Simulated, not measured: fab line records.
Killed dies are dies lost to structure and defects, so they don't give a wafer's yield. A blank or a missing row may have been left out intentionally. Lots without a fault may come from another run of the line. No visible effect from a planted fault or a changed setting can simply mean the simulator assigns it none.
Which of the tools did it?    flow n5 finfet    24 lots with 72 wafers sampled at 4 steps, on a route of 1938 steps

WHAT EACH GAUGE READ, for each wafer
N5_BEOL_M2_CD_MEAS_35: target cd 18 nm, target cd y 22.2 nm. Usual: cd nm at 17.8 nm, with a standard deviation of 0.43.
lot   measured      on         cd nm (nm)      flag
L074  day 6 18:23   cd sem-02  17.4 18.1 17.6  
L075  day 6 21:36   cd sem-03  17.5 17.5 17.5  
L076  day 7 08:57   cd sem-03  17.3 17.5 17.6  
L078  day 7 14:12   cd sem-01  17.7 18.2 17.2  
L077  day 7 17:38   cd sem-01  17.8 17.8 17.8  
L079  day 7 21:14   cd sem-02  17.3 18.1 18.2  
L080  day 7 23:40   cd sem-03  17.8 17.1 17.9  
L081  day 8 11:40   cd sem-03  17.8 18.3 18.5  
L082  day 8 12:29   cd sem-03  17.1 17.9 18.4  
L083  day 8 15:25   cd sem-01  17.9 17.2 16.8  
L084  day 9 01:01   cd sem-01  18.2 17.4 17.7  
L085  day 9 09:51   cd sem-01  18.4 16.9 18.0  
L086  day 9 18:52   cd sem-02  18.3 17.7 18.0  
L087  day 9 22:43   cd sem-02  17.5 18.1 17.5  
L088  day 10 02:01  cd sem-03  17.9 17.9 17.8  
L089  day 10 07:01  cd sem-03  18.5 17.4 17.9  
L090  day 10 15:43  cd sem-01  17.8 18.6 17.8  
L091  day 11 02:49  cd sem-01  18.1 18.2 18.0  
L092  day 11 05:43  cd sem-02  17.4 17.7 17.6  
L093  day 11 08:07  cd sem-01  17.3 18.3 18.1  
L094  day 11 16:24  cd sem-03  18.2 17.4 18.0  
L095  day 11 19:27  cd sem-02  17.8 18.0 17.8  
L096  day 12 01:52  cd sem-02  18.9 18.2 17.1  
L097  day 12 14:46  cd sem-02  18.1 17.9 17.3  

WHAT TOOL EACH LOT RAN ON (gives the tool, then ch and the chambers of the sampled wafers, and finally the start)
lot   N5_BEOL_M1_PRE_CLEAN_60           N5_BEOL_M2_ETCH_63                  N5_BEOL_M2_DESCUM_33
L074  cvd co-02 ch 0,2, day 6 14:13     rie diel-05 ch 0,1,3, day 6 15:47   rie diel-05 ch 1,2,3, day 6 16:36
L075  cvd co-01 ch 0,1,2, day 6 16:07   rie diel-01 ch 0,2,3, day 6 18:25   rie diel-04 ch 0,1,2, day 6 19:15
L076  cvd co-01 ch 0,1,2, day 6 23:40   rie diel-05 ch 1,2, day 7 02:32     rie diel-01 ch 1,2,3, day 7 03:29
L078  cvd co-01 ch 1,2, day 7 07:38     rie diel-04 ch 0,2,3, day 7 09:27   rie diel-05 ch 1,2,3, day 7 10:17
L077  cvd co-01 ch 0,1, day 7 12:13     rie diel-05 ch 0,2,3, day 7 14:27   rie diel-05 ch 0,1,2, day 7 15:41
L079  cvd co-02 ch 0,2, day 7 15:26     rie diel-04 ch 0,3, day 7 18:02     rie diel-05 ch 0,2,3, day 7 19:01
L080  cvd co-01 ch 0,1, day 7 18:31     rie diel-01 ch 0,1,2, day 7 21:10   rie diel-05 ch 0,1,2, day 7 22:14
L081  cvd co-02 ch 0,1, day 8 00:17     rie diel-04 ch 0,1,3, day 8 03:41   rie diel-01 ch 1,2,3, day 8 04:35
L082  cvd co-02 ch 0,1, day 8 04:22     rie diel-05 ch 0,1,3, day 8 06:06   rie diel-04 ch 0,1,3, day 8 06:55
L083  cvd co-02 ch 0,2, day 8 08:36     rie diel-04 ch 1,2,3, day 8 12:38   rie diel-05 ch 1,3, day 8 13:35
L084  cvd co-01 ch 0,1,2, day 8 18:58   rie diel-04 ch 0,2, day 8 21:49     rie diel-05 ch 1,2,3, day 8 22:38
L085  cvd co-01 ch 1,2, day 9 05:00     rie diel-04 ch 1,2, day 9 06:06     rie diel-05 ch 0,2,3, day 9 07:19
L086  cvd co-02 ch 1,2, day 9 14:02     rie diel-05 ch 0,2, day 9 15:59     rie diel-04 ch 0,3, day 9 16:56
L087  cvd co-01 ch 0,2, day 9 17:57     rie diel-05 ch 1,2, day 9 19:40     rie diel-05 ch 0,1,3, day 9 20:37
L088  cvd co-02 ch 0,1, day 9 22:43     rie diel-01 ch 1,2,3, day 9 23:54   rie diel-01 ch 0,1,2, day 10 00:45
L089  cvd co-01 ch 0,1,2, day 10 01:53  rie diel-04 ch 0,1,2, day 10 03:16  rie diel-05 ch 1,2,3, day 10 04:13
L090  cvd co-01 ch 0,2, day 10 09:04    rie diel-05 ch 1,3, day 10 11:39    rie diel-04 ch 0,2,3, day 10 12:29
L091  cvd co-01 ch 0,1,2, day 10 21:11  rie diel-01 ch 0,1, day 10 22:55    rie diel-01 ch 0,1,3, day 10 23:47
L092  cvd co-02 ch 0,1, day 10 22:32    rie diel-05 ch 0,1,2, day 11 00:14  rie diel-01 ch 0,1,2, day 11 01:06
L093  cvd co-01 ch 1,2, day 11 02:32    rie diel-04 ch 0,1,3, day 11 04:01  rie diel-04 ch 1,3, day 11 04:50
L094  cvd co-02 ch 1,2, day 11 10:26    rie diel-05 ch 0,3, day 11 12:11    rie diel-04 ch 0,1, day 11 13:01
L095  cvd co-01 ch 0,1,2, day 11 14:09  rie diel-01 ch 0,1, day 11 16:47    rie diel-01 ch 1,2, day 11 17:49
L096  cvd co-02 ch 0,1,2, day 11 20:04  rie diel-05 ch 1,2,3, day 11 23:20  rie diel-05 ch 0,1, day 12 00:20
L097  cvd co-01 ch 1,2, day 12 05:17    rie diel-04 ch 0,3, day 12 07:04    rie diel-05 ch 1,2,3, day 12 08:04
- N5_BEOL_M1_PRE_CLEAN_60: time 15 s.
- N5_BEOL_M2_ETCH_63: etches SiARC in CF4, target depth 15.6 nm, time 26 s.
- N5_BEOL_M2_DESCUM_33: chemistry O2, time 7 s.

WHAT THE TOOLS THEMSELVES READ (means of the sampled wafers that have a number; where no wafer has one, the mark that the record gives instead)
N5_BEOL_M1_PRE_CLEAN_60. Usual: heater power w at 88 W, with a standard deviation of 14.
lot   tool       heater power w (W)  flag
L074  cvd co-02  87                  
L075  cvd co-01  86                  
L076  cvd co-01  85                  
L078  cvd co-01  96                  
L077  cvd co-01  76                  
L079  cvd co-02  90                  
L080  cvd co-01  76                  
L081  cvd co-02  99                  
L082  cvd co-02  101                 
L083  cvd co-02  101                 
L084  cvd co-01  87                  
L085  cvd co-01  97                  
L086  cvd co-02  79                  
L087  cvd co-01  79                  
L088  cvd co-02  90                  
L089  cvd co-01  87                  
L090  cvd co-01  92                  
L091  cvd co-01  87                  
L092  cvd co-02  101                 
L093  cvd co-01  94                  
L094  cvd co-02  80                  
L095  cvd co-01  86                  
L096  cvd co-02  89                  
L097  cvd co-01  98                  

N5_BEOL_M2_ETCH_63. Usual: drypump motor current A 5.7 A, standard deviation 0.52; etch rf on time s 26.2 s, standard deviation 0.76; oes product au 0.70 a.u., standard deviation 0.072; rf vpp V 183.8 V, standard deviation 0.89; showerhead plenum p Torr 2.12 Torr, standard deviation 0.044; throttle valve pct 15.62 %, standard deviation 0.24.
lot   tool         drypump motor current A (A)  etch rf on time s (s)  oes product au (a.u.)  rf vpp V (V)  showerhead plenum p Torr (Torr)  throttle valve pct (%)  flag
L074  rie diel-05  5.3                          26.0                   0.77                   184.1         2.11                             15.47                   
L075  rie diel-01  5.9                          26.1                   0.68                   183.9         2.20                             15.72                   
L076  rie diel-05  6.4                          27.5                   0.65                   183.9         2.11                             15.82                   
L078  rie diel-04  5.8                          25.8                   0.77                   183.5         2.09                             15.36                   
L077  rie diel-05  5.6                          26.3                   0.73                   183.8         2.12                             15.67                   
L079  rie diel-04  5.9                          26.1                   0.71                   182.9         2.08                             15.45                   
L080  rie diel-01  5.8                          26.4                   0.63                   184.5         2.17                             15.85                   
L081  rie diel-04  5.8                          25.8                   0.74                   184.1         2.12                             15.47                   
L082  rie diel-05  5.3                          26.0                   0.75                   183.1         2.10                             15.50                   
L083  rie diel-04  5.6                          25.6                   0.77                   183.8         2.13                             15.40                   
L084  rie diel-04  5.5                          26.2                   0.75                   183.2         2.08                             15.36                   
L085  rie diel-04  5.4                          25.9                   0.74                   184.8         2.14                             15.50                   
L086  rie diel-05  5.6                          26.4                   0.67                   183.5         2.10                             15.68                   
L087  rie diel-05  6.1                          26.9                   0.67                   184.3         2.09                             15.71                   
L088  rie diel-01  5.7                          26.8                   0.63                   184.1         2.16                             15.89                   
L089  rie diel-04  5.5                          26.3                   0.71                   183.9         2.10                             15.50                   
L090  rie diel-05  5.5                          26.0                   0.73                   183.0         2.09                             15.54                   
L091  rie diel-01  6.1                          26.4                   0.62                   183.9         2.14                             15.93                   
L092  rie diel-05  5.9                          26.6                   0.66                   183.7         2.09                             15.71                   
L093  rie diel-04  5.8                          25.9                   0.71                   184.2         2.11                             15.53                   
L094  rie diel-05  5.0                          26.1                   0.74                   183.0         2.11                             15.56                   
L095  rie diel-01  6.0                          26.7                   0.60                   184.0         2.12                             16.07                   
L096  rie diel-05  5.8                          26.9                   0.67                   183.3         2.10                             15.74                   
L097  rie diel-04  6.0                          25.7                   0.71                   183.5         2.08                             15.46                   

N5_BEOL_M2_DESCUM_33. Usual: drypump motor current A 5.7 A, standard deviation 0.53; o2 flow sccm 225.0 sccm, standard deviation 0.74; oes product au 0.83 a.u., standard deviation 0.082; rf vpp V 242.7 V, standard deviation 1.1; showerhead plenum p Torr 2.07 Torr, standard deviation 0.043; throttle valve pct 20.47 %, standard deviation 0.27.
lot   tool         drypump motor current A (A)  o2 flow sccm (sccm)  oes product au (a.u.)  rf vpp V (V)  showerhead plenum p Torr (Torr)  throttle valve pct (%)  flag
L074  rie diel-05  5.8                          225.2                0.87                   242.6         2.06                             20.52                   
L075  rie diel-04  5.6                          225.3                0.89                   242.2         2.08                             20.31                   
L076  rie diel-01  5.7                          224.7                0.76                   243.9         2.11                             20.65                   
L078  rie diel-05  5.8                          224.9                0.86                   242.4         2.06                             20.53                   
L077  rie diel-05  5.9                          225.6                0.82                   242.2         2.05                             20.56                   
L079  rie diel-05  5.6                          225.7                0.85                   242.0         2.04                             20.45                   
L080  rie diel-05  5.9                          224.8                0.82                   242.8         2.05                             20.56                   
L081  rie diel-01  5.7                          225.3                0.75                   243.4         2.11                             20.66                   
L082  rie diel-04  5.8                          225.2                0.87                   242.5         2.06                             20.31                   
L083  rie diel-05  5.5                          225.1                0.89                   241.9         2.05                             20.45                   
L084  rie diel-05  5.8                          224.6                0.84                   242.6         2.05                             20.54                   
L085  rie diel-05  5.6                          225.2                0.84                   242.8         2.04                             20.47                   
L086  rie diel-04  6.0                          225.5                0.87                   242.4         2.03                             20.23                   
L087  rie diel-05  5.3                          225.4                0.87                   242.3         2.04                             20.38                   
L088  rie diel-01  5.8                          224.6                0.73                   243.7         2.12                             20.72                   
L089  rie diel-05  5.8                          225.3                0.83                   242.4         2.05                             20.55                   
L090  rie diel-04  5.8                          224.3                0.86                   242.6         2.03                             20.25                   
L091  rie diel-01  6.0                          225.0                0.73                   243.2         2.09                             20.75                   
L092  rie diel-01  5.8                          225.1                0.73                   242.8         2.11                             20.73                   
L093  rie diel-04  5.6                          225.4                0.86                   243.1         2.10                             20.42                   
L094  rie diel-04  5.7                          225.7                0.79                   242.5         2.04                             20.37                   
L095  rie diel-01  5.6                          224.2                0.68                   243.8         2.10                             20.96                   
L096  rie diel-05  5.3                          225.4                0.82                   242.1         2.03                             20.43                   
L097  rie diel-05  5.8                          225.1                0.79                   241.9         2.04                             20.59                   

THE ANSWER, worked out from the rows above alone
Rule: lot off if the mean of its wafers having a number is beyond 3 standard deviations from the usual mean. Also off: a lot with no number at a reading for which 4 or more lots have one. The other lots that the step has rows for count as sound. After the gauges, taken in route order, come the tools' own readings; for these a lot's mean is taken, as printed above. At the first step where some lot is off, the reading lying furthest off is the one used; lots without a number count as furthest.
No lot is off on any of the readings shown, so nothing can be concluded from this.

WHAT WAS PUT IN BY THE SIMULATOR
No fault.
